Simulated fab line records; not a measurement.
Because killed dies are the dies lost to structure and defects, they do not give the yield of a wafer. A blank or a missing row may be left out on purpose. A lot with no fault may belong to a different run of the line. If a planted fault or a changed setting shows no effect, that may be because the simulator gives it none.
Which tool was responsible? | flow n5_finfet | 14 lots, 42 wafers sampled, at 2 steps of a route of 1938

## WHAT THE GAUGES READ, wafer by wafer
N5_MIM_TOP_LITHO_INSPECT_12: inspects for defects (macro).
lot  | measured     | on                | raw_defect_count
L233 | day 11 13:40 | defect_inspect-02 | 1 0 2
L235 | day 11 21:34 | defect_inspect-02 | 2 2 2
L236 | day 12 11:10 | defect_inspect-02 | 1 3 3
L238 | day 13 11:28 | defect_inspect-01 | 2 0 2
L239 | day 13 11:59 | defect_inspect-02 | 1 1 4
L240 | day 13 16:18 | defect_inspect-02 | 2 3 1
L244 | day 14 22:56 | defect_inspect-01 | 0 2 4
L246 | day 15 02:05 | defect_inspect-01 | 1 2 0
L245 | day 15 17:22 | defect_inspect-01 | 4 3 2
L247 | day 15 21:26 | defect_inspect-02 | 1 1 3
L252 | day 17 05:59 | defect_inspect-02 | 2 3 3
L253 | day 17 12:23 | defect_inspect-02 | 4 2 0
L256 | day 17 12:47 | defect_inspect-01 | 0 2 4
L255 | day 17 19:17 | defect_inspect-02 | 0 2 2

## TOOL THAT RAN EACH LOT (tool first, then ch and the chambers of the sampled wafers, then the start)
lot  | N5_MIM_BOT_DEGAS_01
L233 | pvd_sputter-02, day 11 12:04
L235 | pvd_sputter-01, day 11 20:16
L236 | pvd_sputter-02, day 12 07:45
L238 | pvd_sputter-01, day 13 08:04
L239 | pvd_sputter-03, day 13 10:46
L240 | pvd_sputter-01, day 13 14:45
L244 | pvd_sputter-02, day 14 20:55
L246 | pvd_sputter-03, day 15 00:59
L245 | pvd_sputter-03, day 15 15:37
L247 | pvd_sputter-02, day 15 20:05
L252 | pvd_sputter-02, day 17 02:23
L253 | pvd_sputter-01, day 17 08:45
L256 | pvd_sputter-03, day 17 09:38
L255 | pvd_sputter-03, day 17 17:34
- N5_MIM_BOT_DEGAS_01: time 60 s.

## WHAT THE TOOLS THEMSELVES READ (means of the sampled wafers that have a number; where no wafer has one, the mark that the record gives instead)
N5_MIM_BOT_DEGAS_01.
lot  | tool           | heater_power_w (W)
L233 | pvd_sputter-02 | 450
L235 | pvd_sputter-01 | 465
L236 | pvd_sputter-02 | 463
L238 | pvd_sputter-01 | 468
L239 | pvd_sputter-03 | 472
L240 | pvd_sputter-01 | 461
L244 | pvd_sputter-02 | 451
L246 | pvd_sputter-03 | 447
L245 | pvd_sputter-03 | 477
L247 | pvd_sputter-02 | 424
L252 | pvd_sputter-02 | 436
L253 | pvd_sputter-01 | 439
L256 | pvd_sputter-03 | 484
L255 | pvd_sputter-03 | 482

## THE ANSWER, worked out from the rows above alone
Rule: usual is defined by the lots themselves. Put in order of their means at a reading, lots are off if they are a third of the lots or fewer, leave a main group of 4 or more, and stand apart from it by a gap of 3 or more times the standard deviation of the main group's means; of several such gaps the widest counts. Not used: any main group whose means are identical at the precision the tables above print for the reading. Also off: a lot with no number at a reading for which 4 or more lots have one. All remaining lots with rows at the step are treated as sound. Order of review: gauges by route order, followed by the tools' own readings, for which a lot's mean as printed above is used. At the first step where some lot is off, the reading lying furthest off is the one used; lots without a number count as furthest.
No lot is off at any reading shown: from this, nothing can be told.

## WHAT HAD BEEN PUT IN BY THE SIMULATOR
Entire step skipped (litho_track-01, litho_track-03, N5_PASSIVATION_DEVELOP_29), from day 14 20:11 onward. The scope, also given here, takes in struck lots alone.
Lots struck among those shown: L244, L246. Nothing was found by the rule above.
